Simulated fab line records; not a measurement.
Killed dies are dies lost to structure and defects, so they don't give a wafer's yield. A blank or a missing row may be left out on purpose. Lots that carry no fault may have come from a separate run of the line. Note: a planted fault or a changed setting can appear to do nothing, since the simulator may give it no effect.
Which tool is to blame? | flow n5-finfet | 11 lots with 28 wafers sampled at 5 steps, on a route of 1938 steps

WHAT EACH GAUGE READ, for each wafer
The record holds no reading of a measuring or inspecting step that can be judged against a usual standard deviation.

EACH LOT AND THE TOOL THAT RAN IT (in order: tool; ch and the chambers of the sampled wafers; start)
lot  | N5_BEOL_M15_ETCH_38                           | N5_BEOL_M15_SPUTTER_43       | N5_PASSIVATION_ETCH_59            | N5_PASSIVATION_PASS_ETCH_47        | N5_PASSIVATION_PROBE_49
L260 | rie-diel-02 ch 1,2, day 13 01:57 or earlier   | pvd-sputter-03, day 13 01:57 | rie-metal-02 ch 0,1, day 13 14:49 | rie-diel-06 ch 0,1,2, day 13 16:05 | -
L265 | rie-diel-03 ch 3, day 13 21:53 or earlier     | pvd-sputter-03, day 13 21:53 | rie-metal-02 ch 1, day 14 09:21   | rie-diel-06 ch 2, day 14 10:50     | -
L267 | rie-diel-03 ch 1, day 14 12:59 or earlier     | pvd-sputter-03, day 14 12:59 | rie-metal-02 ch 0, day 14 23:23   | rie-diel-06 ch 2, day 15 00:57     | prober-01, day 15 03:58
L272 | rie-diel-03 ch 0,1,2, day 15 17:40 or earlier | pvd-sputter-01, day 15 17:40 | rie-metal-03 ch 0,1, day 16 05:15 | rie-diel-05 ch 0,1,2, day 16 06:37 | -
L273 | rie-diel-02 ch 0,2,3, day 16 08:21 or earlier | pvd-sputter-02, day 16 08:21 | rie-metal-01 ch 0, day 16 23:13   | rie-diel-05 ch 0,2,3, day 17 00:40 | -
L274 | rie-diel-02 ch 0,1, day 17 09:31 or earlier   | pvd-sputter-01, day 17 09:31 | rie-metal-01 ch 0,1, day 17 20:31 | rie-diel-04 ch 2, day 17 21:54     | -
L277 | rie-diel-03 ch 0,2,3, day 17 14:42 or earlier | pvd-sputter-03, day 17 14:42 | rie-metal-03 ch 0,1, day 18 01:00 | rie-diel-06 ch 0,1,2, day 18 02:17 | -
L275 | rie-diel-03 ch 1,2,3, day 17 23:24 or earlier | pvd-sputter-03, day 17 23:24 | rie-metal-03 ch 0,1, day 18 10:29 | rie-diel-04 ch 0,2,3, day 18 12:31 | -
L278 | rie-diel-02 ch 0,1,3, day 18 16:18 or earlier | pvd-sputter-02, day 18 16:18 | rie-metal-01 ch 0,1, day 19 05:19 | rie-diel-04 ch 0,1, day 19 07:17   | -
L279 | rie-diel-02 ch 0,3, day 18 23:31 or earlier   | pvd-sputter-01, day 18 23:31 | rie-metal-03 ch 1, day 19 10:45   | rie-diel-05 ch 1,2, day 19 15:00   | -
L280 | rie-diel-01 ch 1,2, day 18 23:43 or earlier   | pvd-sputter-03, day 18 23:43 | rie-metal-02 ch 1, day 19 10:18   | rie-diel-04 ch 1,2, day 19 14:54   | -
- N5_BEOL_M15_ETCH_38: etches SiCN in CF4/N2, target depth 106.4 nm, time 120.5 s.
- N5_BEOL_M15_SPUTTER_43: material TaN, target thk 15 nm, time 24.19 s.
- N5_PASSIVATION_ETCH_59: etches TaN in Cl2/BCl3, target depth 65 nm, time 34.9 s.
- N5_PASSIVATION_PASS_ETCH_47: etches SiNx in CF4/O2, target depth 770 nm, time 385 s.
- N5_PASSIVATION_PROBE_49

WHAT THE TOOLS THEMSELVES READ (means of the sampled wafers that have a number; where no wafer has one, the mark that the record gives instead)
N5_BEOL_M15_ETCH_38. Usual: bias-w 69.99 W, standard deviation 0.23; drypump-motor-current-A 5.8 A, standard deviation 0.52; n2-flow-sccm 60.00 sccm, standard deviation 0.18; oes-product-au 0.80 a.u., standard deviation 0.089; rf-vpp-V 382.0 V, standard deviation 2; showerhead-plenum-p-Torr 2.20 Torr, standard deviation 0.073; throttle-valve-pct 15.42 %, standard deviation 0.26.
lot  | tool        | bias-w (W) | drypump-motor-current-A (A) | n2-flow-sccm (sccm) | oes-product-au (a.u.) | rf-vpp-V (V) | showerhead-plenum-p-Torr (Torr) | throttle-valve-pct (%) | flag
L260 | rie-diel-02 | 70.03      | 6.0                         | 60.12               | 0.83                  | 380.5        | 2.14                            | 15.59                  |
L265 | rie-diel-03 | 70.00      | 6.7                         | 60.25               | 0.85                  | 381.5        | 2.24                            | 15.21                  |
L267 | rie-diel-03 | 70.02      | 6.0                         | 59.80               | 0.69                  | 384.2        | 2.27                            | 15.96                  |
L272 | rie-diel-03 | 69.83      | 5.5                         | 59.94               | 0.71                  | 382.5        | 2.22                            | 15.57                  |
L273 | rie-diel-02 | 70.07      | 6.1                         | 60.16               | 0.87                  | 382.9        | 2.22                            | 15.32                  |
L274 | rie-diel-02 | 69.85      | 5.5                         | 59.98               | 0.91                  | 383.9        | 2.25                            | 15.33                  |
L277 | rie-diel-03 | 69.78      | 5.8                         | 59.92               | 0.74                  | 382.3        | 2.20                            | 15.33                  |
L275 | rie-diel-03 | 69.93      | 6.1                         | 59.90               | 0.73                  | 382.6        | 2.23                            | 15.58                  |
L278 | rie-diel-02 | 69.78      | 5.7                         | 59.89               | 0.88                  | 384.5        | 2.28                            | 15.30                  |
L279 | rie-diel-02 | 70.02      | 5.9                         | 60.03               | 0.85                  | 382.4        | 2.24                            | 15.29                  |
L280 | rie-diel-01 | 70.22      | 5.8                         | 60.02               | 0.80                  | 383.9        | 2.27                            | 15.23                  |

N5_BEOL_M15_SPUTTER_43. Usual: chamber-pressure-pa 0.12002 Pa, standard deviation 0.00024; throttle-valve-pct 30.5 %, standard deviation 1.2.
lot  | tool           | chamber-pressure-pa (Pa) | throttle-valve-pct (%) | flag
L260 | pvd-sputter-03 | 0.12001                  | 31.2                   |
L265 | pvd-sputter-03 | 0.12023                  | 30.5                   |
L267 | pvd-sputter-03 | 0.12019                  | 29.4                   |
L272 | pvd-sputter-01 | 0.12021                  | 30.8                   |
L273 | pvd-sputter-02 | 0.11995                  | 29.3                   |
L274 | pvd-sputter-01 | 0.12010                  | 30.6                   |
L277 | pvd-sputter-03 | 0.12025                  | 30.0                   |
L275 | pvd-sputter-03 | 0.11997                  | 31.5                   |
L278 | pvd-sputter-02 | 0.11994                  | 29.1                   |
L279 | pvd-sputter-01 | 0.11983                  | 31.1                   |
L280 | pvd-sputter-03 | 0.12001                  | 30.4                   |

N5_PASSIVATION_ETCH_59. Usual: bias-w 99.99 W, standard deviation 0.25; drypump-motor-current-A 5.4 A, standard deviation 0.32; oes-product-au 0.81 a.u., standard deviation 0.1; throttle-valve-pct 21.20 %, standard deviation 0.27.
lot  | tool         | bias-w (W) | drypump-motor-current-A (A) | oes-product-au (a.u.) | throttle-valve-pct (%) | flag
L260 | rie-metal-02 | 99.94      | 5.2                         | 0.90                  | 20.92                  |
L265 | rie-metal-02 | 100.05     | 5.2                         | 0.95                  | 20.88                  |
L267 | rie-metal-02 | 100.09     | 5.2                         | 0.86                  | 20.94                  |
L272 | rie-metal-03 | 99.97      | 5.5                         | 0.75                  | 21.36                  |
L273 | rie-metal-01 | 100.00     | 5.1                         | 0.75                  | 21.23                  |
L274 | rie-metal-01 | 99.94      | 5.5                         | 0.86                  | 21.37                  |
L277 | rie-metal-03 | 99.98      | 5.3                         | 0.69                  | 21.34                  |
L275 | rie-metal-03 | 99.73      | 5.3                         | 0.69                  | 21.33                  |
L278 | rie-metal-01 | 99.68      | 5.7                         | 0.87                  | 21.44                  |
L279 | rie-metal-03 | 99.89      | 5.7                         | 0.77                  | 21.44                  |
L280 | rie-metal-02 | 100.03     | 5.2                         | 0.90                  | 20.89                  |

N5_PASSIVATION_PASS_ETCH_47. Usual: bias-w 48.98 W, standard deviation 0.15; drypump-motor-current-A 5.6 A, standard deviation 0.49; oes-product-au 0.79 a.u., standard deviation 0.075; rf-vpp-V 244 V, standard deviation 5.9; run-length-s 408.4 s, standard deviation 0.48; showerhead-plenum-p-Torr 2.20 Torr, standard deviation 0.074; throttle-valve-pct 15.87 %, standard deviation 0.25.
lot  | tool        | bias-w (W) | drypump-motor-current-A (A) | oes-product-au (a.u.) | rf-vpp-V (V) | run-length-s (s) | showerhead-plenum-p-Torr (Torr) | throttle-valve-pct (%) | flag
L260 | rie-diel-06 | 48.93      | 5.5                         | 0.83                  | 242          | 408.0            | 2.21                            | 15.76                  |
L265 | rie-diel-06 | 49.15      | 5.0                         | 0.92                  | 246          | 387.6            | 2.16                            | 15.30                  | OFF
L267 | rie-diel-06 | 49.32      | 4.9                         | 0.91                  | 244          | 387.4            | 2.16                            | 15.29                  | OFF
L272 | rie-diel-05 | 49.11      | 5.6                         | 0.79                  | 242          | 407.9            | 2.22                            | 15.82                  |
L273 | rie-diel-05 | 48.87      | 5.7                         | 0.80                  | 240          | 408.1            | 2.21                            | 15.81                  |
L274 | rie-diel-04 | 48.83      | 5.8                         | 0.74                  | 245          | 409.1            | 2.20                            | 16.06                  |
L277 | rie-diel-06 | 48.96      | 5.5                         | 0.80                  | 243          | 407.9            | 2.19                            | 15.83                  |
L275 | rie-diel-04 | 48.87      | 5.5                         | 0.73                  | 246          | 408.5            | 2.16                            | 16.04                  |
L278 | rie-diel-04 | 48.89      | 5.5                         | 0.89                  | 250          | 408.7            | 2.23                            | 15.48                  |
L279 | rie-diel-05 | 48.97      | 5.2                         | 0.80                  | 244          | 408.2            | 2.27                            | 15.82                  |
L280 | rie-diel-04 | 49.02      | 5.8                         | 0.83                  | 246          | 409.1            | 2.21                            | 15.70                  |

N5_PASSIVATION_PROBE_49. Usual: defect-limited-yield 91.0 %, standard deviation 1.6; killed_at_M0_to_M3 35, standard deviation 11; killed_at_M4_up 14, standard deviation 5.3; killed-at-contacts 13, standard deviation 6.7; killed-at-front-end 41, standard deviation 12; killed-at-other 3.9, standard deviation 2.7; killed-dies 106, standard deviation 19; killed-open 70, standard deviation 14; killed-short 35, standard deviation 8.8; sort_bin_4_leakage 0.01 %, standard deviation 0.058; sort_bin_5_function 5.3 %, standard deviation 1; sort_bin_6_memory 3.3 %, standard deviation 0.81; sort-n-pass 1073, standard deviation 19; sort-yield-pct 91.0 %, standard deviation 1.6.
lot  | tool      | defect-limited-yield (%) | killed_at_M0_to_M3 | killed_at_M4_up | killed-at-contacts | killed-at-front-end | killed-at-other | killed-dies | killed-open | killed-short | sort_bin_4_leakage (%) | sort_bin_5_function (%) | sort_bin_6_memory (%) | sort-n-pass | sort-yield-pct (%) | flag
L267 | prober-01 | 91.9                     | 41                 | 15              | 0                  | 36                  | 4.0             | 96          | 67          | 27           | 0.00                   | 5.0                     | 3.1                   | 1084        | 91.9               |

THE ANSWER, worked out from the rows above alone
Rule: a lot is off if the mean of its wafers that have a number lies more than 3 standard deviations from the usual mean. A lot without any number at a reading at which 4 lots or more have one is off too. All remaining lots with rows at the step are treated as sound. After the gauges, taken in route order, come the tools' own readings; for these a lot's mean is taken, as printed above. At the first step where some lot is off, the reading lying furthest off is the one used; lots without a number count as furthest.
Off: L265, L267 (N5_PASSIVATION_PASS_ETCH_47, run-length-s).
A tool fits if, at that step or a process step before it, it ran every lot that is off, and no sound lot after the first of them. N5_BEOL_M15_ETCH_38: start missing for some lots; hours and lot order therefore follow N5_BEOL_M15_SPUTTER_43. Not one of the candidates tried fits.

WHAT HAD BEEN PUT IN BY THE SIMULATOR
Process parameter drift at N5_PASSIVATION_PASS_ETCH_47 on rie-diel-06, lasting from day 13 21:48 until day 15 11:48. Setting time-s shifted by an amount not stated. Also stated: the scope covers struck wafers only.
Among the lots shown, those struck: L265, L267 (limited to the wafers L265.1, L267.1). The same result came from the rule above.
